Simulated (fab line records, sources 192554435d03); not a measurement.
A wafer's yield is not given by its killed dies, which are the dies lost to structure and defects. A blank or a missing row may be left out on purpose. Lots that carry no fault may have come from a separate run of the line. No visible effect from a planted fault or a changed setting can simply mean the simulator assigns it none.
2 desks, one fault | flow n5 finfet | each desk holds nothing but its own numbers, with what lay behind them at the end

## THE TOOL OWNER'S DESK: arfi scanner-02
The tool's own readings at N5_BEOL_M8_EXPOSE_08 (exposes mask M8): means of the sampled wafers that have a number, for each lot that ran on this tool. Marked OUT: a lot whose mean sits more than 4 standard deviations from the usual mean, which makes it out of limits; the brackets give that distance.
Columns: A = stage vel mm s at N5_BEOL_M8_EXPOSE_08, usual 499.99 mm/s
lot  | first seen here | A
L290 | day 10 14:58    | 499.70
L291 | day 10 18:01    | 500.10
L292 | day 10 22:19    | 499.67
L295 | day 11 05:19    | 499.98
This desk found nothing out of limits on any of the 4 lots.

## METROLOGY DESK
Lot by lot, what the gauges showed, no matter which tool ran the lot: averages of those sampled wafers that carry a number. Marked OUT: a lot whose mean sits more than 4 standard deviations from the usual mean, which makes it out of limits; the brackets give that distance.
Columns: A = cd nm at N5_BEOL_M8_CD_MEAS_11, usual 38.4 nm; B = M8_OVL at N5_BEOL_M8_OVL_MEAS_12, usual 0.3 nm; C = cd nm at N5_BEOL_M8_CD_MEAS_18, usual 39.8 nm
lot  | first seen here | A    | B              | C
L289 | day 9 20:20     | 38.7 | 0.0            | 39.6
L290 | day 10 15:05    | 38.0 | 0.1            | 39.6
L291 | day 10 18:08    | 38.4 | 0.7            | 40.0
L292 | day 10 22:26    | 38.1 | 11.3 (+15) OUT | 39.9
L294 | day 11 01:59    | 38.8 | 0.5            | 40.6
L293 | day 11 02:16    | 38.0 | 0.4            | 39.8
L295 | day 11 05:26    | 37.8 | 11.9 (+16) OUT | 39.4
L296 | day 11 07:27    | 38.6 | -1.1           | 40.1
L299 | day 12 19:11    | 38.6 | 0.2            | 40.1
L302 | day 13 08:33    | 39.0 | 0.5            | 40.7
L303 | day 13 08:50    | 38.8 | -0.2           | 39.7
L306 | day 14 11:03    | 38.9 | 0.2            | 39.6
Per this desk, out of limits: L292, L295; the first was L292, day 10 22:28 (M8_OVL at N5_BEOL_M8_OVL_MEAS_12). Within limits: L289, L290, L291, L294, L293, L296, L299, L302, L303, L306.

## TAKEN TOGETHER
Metrology desk: alarm possible at day 10 22:28 on L292, L295.
Nothing out of limits was seen by the tool owner's desk.
The tool owner's desk has L292, L295 on record, within its limits.
Of the lots named, all ran N5_BEOL_M8_EXPOSE_08 on arfi scanner-02.

## WHAT THE SIMULATOR HAD PUT IN
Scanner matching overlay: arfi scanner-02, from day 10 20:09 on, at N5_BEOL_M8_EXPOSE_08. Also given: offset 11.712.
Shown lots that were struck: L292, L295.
Delay in hours, fault start to first out-of-limits reading, per desk: metrology desk 2.
